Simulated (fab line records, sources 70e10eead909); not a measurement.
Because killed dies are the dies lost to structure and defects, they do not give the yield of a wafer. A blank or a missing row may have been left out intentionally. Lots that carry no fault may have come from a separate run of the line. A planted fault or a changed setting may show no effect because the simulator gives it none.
Matching of chambers / flow nand harc / 4 sister chambers for NHARC_A_STAIRCASE_ETCH_271 on rie diel-06
The step etches the open film in CF4/CHF3. 4 wafers are shown with their chamber, then 7 later ones without.

## EACH WAFER AND ITS CHAMBER
wafer=L089.4; chamber=0; showerhead plenum p Torr (Torr)=1.52
wafer=L089.5; chamber=3; showerhead plenum p Torr (Torr)=1.52
wafer=L090.2; chamber=2; showerhead plenum p Torr (Torr)=1.68
wafer=L090.4; chamber=1; showerhead plenum p Torr (Torr)=1.49

## WAFERS WHOSE CHAMBER IS MISSING
wafer=L090.5; showerhead plenum p Torr (Torr)=1.52
wafer=L094.1; showerhead plenum p Torr (Torr)=1.52
wafer=L094.2; showerhead plenum p Torr (Torr)=1.52
wafer=L094.3; showerhead plenum p Torr (Torr)=1.49
wafer=L097.1; showerhead plenum p Torr (Torr)=1.51
wafer=L097.3; showerhead plenum p Torr (Torr)=1.49
wafer=L097.5; showerhead plenum p Torr (Torr)=1.68

## CHAMBER TAKEN BY EACH
wafer=L090.5; from the rows above=can't be placed: 0 or 3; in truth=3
wafer=L094.1; from the rows above=can't be placed: 0 or 3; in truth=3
wafer=L094.2; from the rows above=can't be placed: 0 or 3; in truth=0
wafer=L094.3; from the rows above=1; in truth=1
wafer=L097.1; from the rows above=can't be placed: 0 or 3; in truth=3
wafer=L097.3; from the rows above=1; in truth=1
wafer=L097.5; from the rows above=2; in truth=2
Placed correctly: 3 of 7. Not placeable from these rows: 4 (in 4, the candidates include the true chamber). Number placed wrongly: 0.
How it was worked out, from the rows above alone: a wafer's distance from a chamber is the root of the sum, over the readings, of the square of ((its reading less the chamber's mean) divided by the reading's scatter). If the next closest chamber is less than 2 further off than the closest, the wafer can't be placed; otherwise it belongs to the closest. For every chamber, the mean is computed from those of its wafers that are shown. The scatter: with one shown wafer a chamber, the root of the mean of the squares of how far each hidden wafer lies from its nearest shown one.
